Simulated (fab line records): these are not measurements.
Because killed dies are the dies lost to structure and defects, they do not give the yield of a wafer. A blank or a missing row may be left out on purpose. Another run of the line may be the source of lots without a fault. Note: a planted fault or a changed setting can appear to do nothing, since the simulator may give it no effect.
Chamber matching	flow n5Finfet	N5_BEOL_M6_CMP_52 on cmp-01: 4 sister chambers
The step polishes, stops on SiCOH lowk, t overpolish 6.9 s, target thk 80 nm. 8 wafers are shown with their chamber, then 12 later ones without.

WAFERS PAIRED WITH THEIR CHAMBERS
wafer	chamber	motorCurrentA (A)	timeToEndpointS (s)
L095.2	1	7.1	63
L095.6	1	7.0	62
L094.3	0	5.9	64
L094.4	3	5.2	62
L094.5	2	7.2	60
L085.2	3	5.6	64
L085.4	2	6.5	66
L085.6	0	5.9	68

WAFERS WITHOUT THEIR CHAMBER
wafer	motorCurrentA (A)	timeToEndpointS (s)
L089.3	6.9	63
L089.5	5.3	67
L089.6	5.7	68
L092.2	5.2	63
L092.4	6.9	63
L092.6	5.9	69
L091.1	6.9	60
L091.2	6.5	65
L091.3	5.2	60
L093.2	7.0	64
L093.3	7.0	61
L093.6	6.8	61

WHICH CHAMBER EACH ONE RAN IN
wafer	from the rows above	in truth
L089.3	can't be placed: 2 or 1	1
L089.5	can't be placed: 3 or 0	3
L089.6	can't be placed: 0 or 3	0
L092.2	can't be placed: 3 or 0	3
L092.4	can't be placed: 2 or 1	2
L092.6	can't be placed: 0 or 3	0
L091.1	can't be placed: 1 or 2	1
L091.2	can't be placed: 2 or 0 or 1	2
L091.3	can't be placed: 3 or 0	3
L093.2	can't be placed: 1 or 2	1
L093.3	can't be placed: 1 or 2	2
L093.6	can't be placed: 2 or 1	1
Correctly placed: 0 of 12. Can't be placed from these rows: 12 (the true chamber is among the candidates in 12). Wrongly placed: 0.
How it was worked out, from the rows above alone: a wafer's distance from a chamber is the root of the sum, over the readings, of the square of ((its reading less the chamber's mean) divided by the reading's scatter). If the next closest chamber is less than 2 further off than the closest, the wafer can't be placed; otherwise it belongs to the closest. For every chamber, the mean is computed from those of its wafers that are shown. The scatter: the root of (the sum of the squares of (reading less its chamber's mean) over the shown wafers, divided by (wafers less chambers)).
